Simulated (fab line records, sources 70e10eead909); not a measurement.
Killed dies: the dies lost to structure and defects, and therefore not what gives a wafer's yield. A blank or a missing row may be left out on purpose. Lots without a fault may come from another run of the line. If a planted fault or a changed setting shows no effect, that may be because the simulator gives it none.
Matching of chambers || flow nand harc || 4 sister chambers for NHARC_A_CONTACT_ETCH_90 on rie diel-03
The step etches the open film in CH3F/O2, target depth 40 nm, time 85.7 s. 8 wafers are shown with their chamber, then 12 later ones without.

== WAFERS, EACH WITH ITS CHAMBER ==
{"wafer": "L085.5", "chamber": 1, "showerhead plenum p Torr (Torr)": 2.35, "drypump motor current A (A)": 5.8}
{"wafer": "L086.3", "chamber": 2, "showerhead plenum p Torr (Torr)": 2.49, "drypump motor current A (A)": 6.3}
{"wafer": "L086.5", "chamber": 0, "showerhead plenum p Torr (Torr)": 2.65, "drypump motor current A (A)": 5.5}
{"wafer": "L088.5", "chamber": 2, "showerhead plenum p Torr (Torr)": 2.48, "drypump motor current A (A)": 6.3}
{"wafer": "L088.6", "chamber": 3, "showerhead plenum p Torr (Torr)": 2.57, "drypump motor current A (A)": 4.9}
{"wafer": "L092.1", "chamber": 1, "showerhead plenum p Torr (Torr)": 2.34, "drypump motor current A (A)": 5.8}
{"wafer": "L092.3", "chamber": 3, "showerhead plenum p Torr (Torr)": 2.57, "drypump motor current A (A)": 4.9}
{"wafer": "L092.4", "chamber": 0, "showerhead plenum p Torr (Torr)": 2.65, "drypump motor current A (A)": 5.4}

== WAFERS WHOSE CHAMBER IS MISSING ==
{"wafer": "L091.1", "showerhead plenum p Torr (Torr)": 2.48, "drypump motor current A (A)": 6.3}
{"wafer": "L091.2", "showerhead plenum p Torr (Torr)": 2.65, "drypump motor current A (A)": 5.5}
{"wafer": "L091.5", "showerhead plenum p Torr (Torr)": 2.48, "drypump motor current A (A)": 6.3}
{"wafer": "L095.1", "showerhead plenum p Torr (Torr)": 2.34, "drypump motor current A (A)": 5.8}
{"wafer": "L095.2", "showerhead plenum p Torr (Torr)": 2.48, "drypump motor current A (A)": 6.3}
{"wafer": "L095.5", "showerhead plenum p Torr (Torr)": 2.64, "drypump motor current A (A)": 5.5}
{"wafer": "L096.1", "showerhead plenum p Torr (Torr)": 2.48, "drypump motor current A (A)": 6.3}
{"wafer": "L096.4", "showerhead plenum p Torr (Torr)": 2.34, "drypump motor current A (A)": 5.8}
{"wafer": "L096.6", "showerhead plenum p Torr (Torr)": 2.64, "drypump motor current A (A)": 5.5}
{"wafer": "L097.1", "showerhead plenum p Torr (Torr)": 2.57, "drypump motor current A (A)": 4.9}
{"wafer": "L097.3", "showerhead plenum p Torr (Torr)": 2.64, "drypump motor current A (A)": 5.5}
{"wafer": "L097.5", "showerhead plenum p Torr (Torr)": 2.64, "drypump motor current A (A)": 5.5}

== WHICH CHAMBER EACH ONE RAN IN ==
{"wafer": "L091.1", "from the rows above": 2, "in truth": 2}
{"wafer": "L091.2", "from the rows above": 0, "in truth": 0}
{"wafer": "L091.5", "from the rows above": 2, "in truth": 2}
{"wafer": "L095.1", "from the rows above": 1, "in truth": 1}
{"wafer": "L095.2", "from the rows above": 2, "in truth": 2}
{"wafer": "L095.5", "from the rows above": 0, "in truth": 0}
{"wafer": "L096.1", "from the rows above": 2, "in truth": 2}
{"wafer": "L096.4", "from the rows above": 1, "in truth": 1}
{"wafer": "L096.6", "from the rows above": 0, "in truth": 0}
{"wafer": "L097.1", "from the rows above": 3, "in truth": 3}
{"wafer": "L097.3", "from the rows above": 0, "in truth": 0}
{"wafer": "L097.5", "from the rows above": 0, "in truth": 0}
12 of 12 placed correctly. Left unplaced by these rows: 0. Placed wrongly: 0.
How it was worked out, from the rows above alone: a wafer's distance from a chamber is the root of the sum, over the readings, of the square of ((its reading less the chamber's mean) divided by the reading's scatter). If the next closest chamber is less than 2 further off than the closest, the wafer can't be placed; otherwise it belongs to the closest. The mean given for a chamber averages the wafers shown for that chamber. The scatter is the square root of a quotient: the sum, over the shown wafers, of each reading's squared deviation from its chamber's mean, divided by wafers minus chambers.
